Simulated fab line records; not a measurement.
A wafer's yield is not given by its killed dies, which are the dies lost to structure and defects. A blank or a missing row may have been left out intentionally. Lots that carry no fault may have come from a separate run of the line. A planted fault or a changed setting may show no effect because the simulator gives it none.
Matching of chambers + flow n5Finfet + cmp-01 running N5_BEOL_M12_CMP_49: 4 sister chambers
The step polishes, stops on SiOC, t overpolish 20.6 s, target thk 320 nm. 4 wafers are shown with their chamber, then 7 later ones without.

## WAFERS, EACH WITH ITS CHAMBER
| wafer  | chamber | motorCurrentA (A) |
|--------|---------|-------------------|
| L084.3 | 1       | 6.1               |
| L084.5 | 2       | 6.8               |
| L090.1 | 3       | 6.6               |
| L090.3 | 0       | 5.9               |

## WAFERS WITHOUT THEIR CHAMBER
| wafer  | motorCurrentA (A) |
|--------|-------------------|
| L090.4 | 5.8               |
| L091.2 | 6.7               |
| L091.4 | 5.8               |
| L091.5 | 5.9               |
| L096.3 | 5.7               |
| L096.5 | 6.7               |
| L096.6 | 5.7               |

## THE CHAMBER EACH PASSED THROUGH
| wafer  | from the rows above     | in truth |
|--------|-------------------------|----------|
| L090.4 | can't be placed: 0 or 1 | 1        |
| L091.2 | can't be placed: 2 or 3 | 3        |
| L091.4 | can't be placed: 0 or 1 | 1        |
| L091.5 | can't be placed: 0 or 1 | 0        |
| L096.3 | can't be placed: 0 or 1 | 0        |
| L096.5 | can't be placed: 2 or 3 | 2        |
| L096.6 | can't be placed: 0 or 1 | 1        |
Correct placement for 0 of the 7. Can't be placed from these rows: 7 (the true chamber is among the candidates in 7). Placed wrongly: 0.
How it was worked out, from the rows above alone: a wafer's distance from a chamber is the root of the sum, over the readings, of the square of ((its reading less the chamber's mean) divided by the reading's scatter). If the next closest chamber is less than 2 further off than the closest, the wafer can't be placed; otherwise it belongs to the closest. Each chamber's mean is taken over the wafers shown for it. The scatter (one wafer shown for each chamber): square how far every hidden wafer sits from the nearest shown wafer, average those squares and take the square root.
